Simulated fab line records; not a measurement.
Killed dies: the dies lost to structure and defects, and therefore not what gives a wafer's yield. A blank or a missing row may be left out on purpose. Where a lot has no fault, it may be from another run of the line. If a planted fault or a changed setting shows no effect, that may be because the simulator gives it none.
Problem report, 8D (eight disciplines) form, completed by code | flow nand harc | the parts of the form that need people (team, actions taken, sign-off) are left out

1. WHAT IS WRONG
Mean of cd nm at NHARC_P_ZERO_WELL_CD_MEAS_11: 479.0 nm across 6 wafers in 2 lots; on wafers with no fault it is 499.8 nm (standard deviation 1.5). Measured from the usual mean, that is -14 standard deviations.
The step: target cd 500 nm.
First observed at day 9 19:14: wafer L705.1, on cd sem-02. Wafers with a number at this step in the record: 36, from 12 lots. By rule, "out" or "out of limits" means more than 4 standard deviations away from the usual mean. The rest of the wafers with a number are treated as sound.

2. WHAT THIS IS AND IS NOT
question                    | is                     | is not
which readings at this step | cd nm                  | -
which lots                  | L705, L706             | L686, L688, L689, L690, L694, L695, L697, L707, L708, L709
which wafers of those lots  | all that have a number | -
read on which gauges        | cd sem-02              | cd sem-01, cd sem-03
when                        | from day 9 19:14       | up to then (21 sound wafers); but 9 sound wafers of L707, L708, L709 came after

3. SUSPECTS, AND WHAT RULES EACH OUT
Counting: any tool at a process step up to the reading is kept as a suspect provided that every lot that is out went through it and no sound lot did after the first of them.
- the gauge at NHARC_P_ZERO_WELL_CD_MEAS_11 is ruled out. All the wafers that are out were read on cd sem-02, but those of them that NHARC_P_ZERO_WELL_PEB_09 has rows for are out there too, on other tools.
- litho track-03 at NHARC_P_ZERO_WELL_PEB_09 (peb time 80 s): kept. It ran every lot that is out, first L705 (day 9 19:09), and no sound lot after that. Its own heater power total W readings are out on those wafers.
The count leaves litho track-03 at NHARC_P_ZERO_WELL_PEB_09.

4. THE CAUSE (what the simulator had put in)
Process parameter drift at NHARC_P_ZERO_WELL_PEB_09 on litho track-03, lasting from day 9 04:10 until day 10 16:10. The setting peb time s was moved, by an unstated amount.
The count eliminated every tool but this one.

5. THE CHAIN OF EFFECTS, in route order
One row per reading whose mean, taken over the struck wafers that have a number, lies over 3 standard deviations from the usual. Only readings for which the record gives a usual standard deviation are gone through. hours: the time from each lot's start at the first step in this table that gives one to its start at this step, as a median over the lots. sigmas: the change in usual standard deviations.
hours | step                         | reading              | usual    | on struck wafers | change | sigmas
0     | NHARC_P_ZERO_WELL_PEB_09     | heater power total W | 189.8 W  | 245.6            | +55.8  | +70
0     | NHARC_P_ZERO_WELL_CD_MEAS_11 | cd nm                | 499.8 nm | 479.0            | -20.8  | -14
Here are the process steps it includes:
- NHARC_P_ZERO_WELL_PEB_09: peb time 80 s.
Later steps that measure or inspect, where all struck wafers having a row at the step show a number for every such reading and not one has moved that far: NHARC_P_STI_OCD_MEAS_43.

6. HOW IT WOULD HAVE BEEN CAUGHT EARLIER
The first out-of-limits reading at a measuring or inspecting step in this record came at day 9 19:14, 15 hours after the fault's start at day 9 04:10.
Tool's own readings at NHARC_P_ZERO_WELL_PEB_09, heater power total W: out on all struck wafers the step has rows for; an alarm limit on them would have tripped on the first.
Lots out: 2; of these, L706 started NHARC_P_ZERO_WELL_PEB_09 on litho track-03 after day 9 19:14. Putting the tool on hold at that point would have spared it.
